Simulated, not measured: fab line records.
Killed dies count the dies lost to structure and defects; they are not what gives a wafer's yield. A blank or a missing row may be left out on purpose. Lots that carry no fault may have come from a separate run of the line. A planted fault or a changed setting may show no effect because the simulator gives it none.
The tool behind it: which one? | flow n5-finfet | 9 lots with 27 wafers sampled at 5 steps, on a route of 1938 steps

WHAT THE GAUGES READ, wafer by wafer
N5_BEOL_M12_THK_MEAS_01. Usual: M12_ILD_THK gives 658 nm (standard deviation 7.3).
lot  | measured     | on            | M12_ILD_THK (nm) | flag
L756 | day 12 21:53 | film-metro-01 | 651 660 662      |
L759 | day 13 09:59 | film-metro-02 | 660 666 658      |
L760 | day 13 16:20 | film-metro-01 | 672 673 667      |
L764 | day 14 07:01 | film-metro-02 | 654 661 668      |
L767 | day 14 22:17 | film-metro-01 | 657 664 470      | OFF
L768 | day 15 08:54 | film-metro-01 | 664 463 656      | OFF
L775 | day 16 21:02 | film-metro-01 | 648 663 652      |
L777 | day 18 00:01 | film-metro-01 | 651 660 658      |
L778 | day 18 18:31 | film-metro-02 | 652 657 666      |

EACH LOT AND THE TOOL THAT RAN IT (in order: tool; ch and the chambers of the sampled wafers; start)
lot  | N5_BEOL_M11_ETCH_41                           | N5_BEOL_M11_ANNEAL_51            | N5_BEOL_M11_DEP_56              | N5_BEOL_M12_ILD_DEP_00
L756 | rie-diel-02 ch 0,1,3, day 12 20:53 or earlier | rtp-anneal-01 ch 0, day 12 20:53 | pecvd-03 ch 0,1, day 12 21:33   | pecvd-04 ch 1,2, day 12 21:41
L759 | rie-diel-06 ch 1,2, day 13 09:04 or earlier   | rtp-anneal-02 ch 0, day 13 09:04 | pecvd-01 ch 0,2, day 13 09:44   | pecvd-01 ch 0,1, day 13 09:52
L760 | rie-diel-02 ch 2,3, day 13 15:33 or earlier   | rtp-anneal-02 ch 0, day 13 15:33 | pecvd-01 ch 0,1,2, day 13 16:05 | pecvd-02 ch 0,1,2, day 13 16:15
L764 | rie-diel-06 ch 2,3, day 14 06:07 or earlier   | rtp-anneal-02 ch 0, day 14 06:07 | pecvd-02 ch 0,2, day 14 06:46   | pecvd-01 ch 0,1, day 14 06:53
L767 | rie-diel-06 ch 0,2,3, day 14 21:23 or earlier | rtp-anneal-02 ch 0, day 14 21:23 | pecvd-02 ch 0,1,2, day 14 22:02 | pecvd-01 ch 0,1,2, day 14 22:10
L768 | rie-diel-05 ch 0,1,3, day 15 08:07 or earlier | rtp-anneal-02 ch 0, day 15 08:07 | pecvd-03 ch 0,1,2, day 15 08:39 | pecvd-01 ch 0,1,2, day 15 08:49
L775 | rie-diel-02 ch 0,2,3, day 16 19:56 or earlier | rtp-anneal-01 ch 0, day 16 19:56 | pecvd-03 ch 1,2, day 16 20:46   | pecvd-02 ch 1,2, day 16 20:54
L777 | rie-diel-06 ch 0,1,3, day 17 23:05 or earlier | rtp-anneal-02 ch 0, day 17 23:05 | pecvd-03 ch 0,1, day 17 23:41   | pecvd-04 ch 0,2, day 17 23:50
L778 | rie-diel-02 ch 2,3, day 18 17:31 or earlier   | rtp-anneal-01 ch 0, day 18 17:31 | pecvd-03 ch 0,1, day 18 18:11   | pecvd-01 ch 0,1,2, day 18 18:23
- N5_BEOL_M11_ETCH_41: etches SiCN in CH3F/O2, target depth 42.6 nm, time 86 s.
- N5_BEOL_M11_ANNEAL_51: time 90 s.
- N5_BEOL_M11_DEP_56: deposits SiCN from 3MS/NH3, target thk 30 nm, time 10.5 s.
- N5_BEOL_M12_ILD_DEP_00: deposits SiOC from DEMS/O2, target thk 658.92 nm, time 130.7 s.

WHAT THE TOOLS THEMSELVES READ (means of the sampled wafers that have a number; where no wafer has one, the mark that the record gives instead)
N5_BEOL_M11_ETCH_41. Usual: CH3F_flow_sccm 30.01 sccm, standard deviation 0.091; drypump-motor-current-A 5.8 A, standard deviation 0.56; oes-product-au 0.80 a.u., standard deviation 0.077; rf-vpp-V 296.8 V, standard deviation 1.5; showerhead-plenum-p-Torr 1.98 Torr, standard deviation 0.061; throttle-valve-pct 16.21 %, standard deviation 0.19.
lot  | tool        | CH3F_flow_sccm (sccm) | drypump-motor-current-A (A) | oes-product-au (a.u.) | rf-vpp-V (V) | showerhead-plenum-p-Torr (Torr) | throttle-valve-pct (%) | flag
L756 | rie-diel-02 | 29.99                 | 5.6                         | 0.81                  | 297.4        | 2.02                            | 16.10                  |
L759 | rie-diel-06 | 30.07                 | 5.6                         | 0.84                  | 296.1        | 1.94                            | 16.23                  |
L760 | rie-diel-02 | 30.12                 | 5.7                         | 0.79                  | 296.7        | 1.99                            | 16.28                  |
L764 | rie-diel-06 | 30.03                 | 6.1                         | 0.81                  | 296.1        | 1.93                            | 16.40                  |
L767 | rie-diel-06 | 29.95                 | 6.2                         | 0.87                  | 295.5        | 1.95                            | 16.16                  |
L768 | rie-diel-05 | 29.94                 | 5.6                         | 0.72                  | 298.0        | 2.04                            | 16.17                  |
L775 | rie-diel-02 | 30.02                 | 5.5                         | 0.76                  | 296.8        | 1.98                            | 16.21                  |
L777 | rie-diel-06 | 30.04                 | 5.8                         | 0.79                  | 295.7        | 1.93                            | 16.27                  |
L778 | rie-diel-02 | 30.10                 | 5.6                         | 0.75                  | 296.3        | 1.98                            | 16.35                  |

N5_BEOL_M11_ANNEAL_51. Usual: 225.66 for wafer_temp_C_max, sd 0.18.
lot  | tool          | wafer_temp_C_max | flag
L756 | rtp-anneal-01 | 225.50           |
L759 | rtp-anneal-02 | 225.44           |
L760 | rtp-anneal-02 | 225.89           |
L764 | rtp-anneal-02 | 225.66           |
L767 | rtp-anneal-02 | 225.66           |
L768 | rtp-anneal-02 | 225.57           |
L775 | rtp-anneal-01 | 225.85           |
L777 | rtp-anneal-02 | 225.58           |
L778 | rtp-anneal-01 | 225.73           |

N5_BEOL_M11_DEP_56. Usual: chamber-pressure-Torr 3.000 Torr, standard deviation 0.0067; showerhead-plenum-p-Torr 4.153 Torr, standard deviation 0.017; throttle-valve-pct 18.3 %, standard deviation 1.
lot  | tool     | chamber-pressure-Torr (Torr) | showerhead-plenum-p-Torr (Torr) | throttle-valve-pct (%) | flag
L756 | pecvd-03 | 3.003                        | 4.147                           | 18.3                   |
L759 | pecvd-01 | 3.005                        | 4.158                           | 17.9                   |
L760 | pecvd-01 | 3.000                        | 4.157                           | 18.6                   |
L764 | pecvd-02 | 3.004                        | 4.161                           | 18.0                   |
L767 | pecvd-02 | 3.005                        | 4.161                           | 17.8                   |
L768 | pecvd-03 | 2.999                        | 4.137                           | 18.2                   |
L775 | pecvd-03 | 2.998                        | 4.129                           | 17.8                   |
L777 | pecvd-03 | 2.992                        | 4.147                           | 18.5                   |
L778 | pecvd-03 | 2.997                        | 4.141                           | 18.0                   |

N5_BEOL_M12_ILD_DEP_00. Usual: chamber-pressure-Torr 5.000 Torr, standard deviation 0.013; heater-power-w 463 W, standard deviation 54; run-length-s 175.1 s, standard deviation 0.5; showerhead-plenum-p-Torr 5.694 Torr, standard deviation 0.013; susceptor-temp-C 350.02 C, standard deviation 0.22; throttle-valve-pct 12.1 %, standard deviation 0.66.
lot  | tool     | chamber-pressure-Torr (Torr) | heater-power-w (W) | run-length-s (s) | showerhead-plenum-p-Torr (Torr) | susceptor-temp-C (C) | throttle-valve-pct (%) | flag
L756 | pecvd-04 | 4.995                        | 513                | 175.3            | 5.694                           | 350.08               | 12.0                   |
L759 | pecvd-01 | 4.979                        | 461                | 175.3            | 5.689                           | 349.94               | 13.2                   |
L760 | pecvd-02 | 5.004                        | 470                | 175.1            | 5.697                           | 350.04               | 11.7                   |
L764 | pecvd-01 | 4.999                        | 448                | 174.9            | 5.693                           | 350.16               | 12.8                   |
L767 | pecvd-01 | 4.992                        | 451                | 161.9            | 5.694                           | 350.11               | 12.4                   | OFF
L768 | pecvd-01 | 4.997                        | 448                | 162.1            | 5.696                           | 350.19               | 12.5                   | OFF
L775 | pecvd-02 | 5.001                        | 457                | 175.4            | 5.690                           | 350.19               | 11.8                   |
L777 | pecvd-04 | 4.998                        | 487                | 175.3            | 5.690                           | 349.94               | 12.6                   |
L778 | pecvd-01 | 4.996                        | 448                | 175.2            | 5.699                           | 349.92               | 12.4                   |

THE ANSWER, worked out from the rows above alone
Rule: a lot is off if the mean of its wafers that have a number lies more than 3 standard deviations from the usual mean. Also off: a lot with no number at a reading for which 4 or more lots have one. Where the step has rows for the other lots, those lots are counted as sound. Order of review: gauges by route order, followed by the tools' own readings, for which a lot's mean as printed above is used. The first step at which some lot is off is used, and at that step the reading that is off furthest; a lot without a number counts as furthest.
Off: L767, L768, at N5_BEOL_M12_THK_MEAS_01 (M12_ILD_THK).
If a tool, at a process step before that reading, ran all the lots that are off and no sound lot after the first of them, it fits. Not tried: the gauges at N5_BEOL_M12_THK_MEAS_01; whatever is off there is also off at N5_BEOL_M12_ILD_DEP_00, on other tools, and gauge error can't account for it. With no start given for some of its lots, N5_BEOL_M11_ETCH_41 uses the hours and lot order of N5_BEOL_M11_ANNEAL_51. Of those tried, none fits.

WHAT THE SIMULATOR PUT IN
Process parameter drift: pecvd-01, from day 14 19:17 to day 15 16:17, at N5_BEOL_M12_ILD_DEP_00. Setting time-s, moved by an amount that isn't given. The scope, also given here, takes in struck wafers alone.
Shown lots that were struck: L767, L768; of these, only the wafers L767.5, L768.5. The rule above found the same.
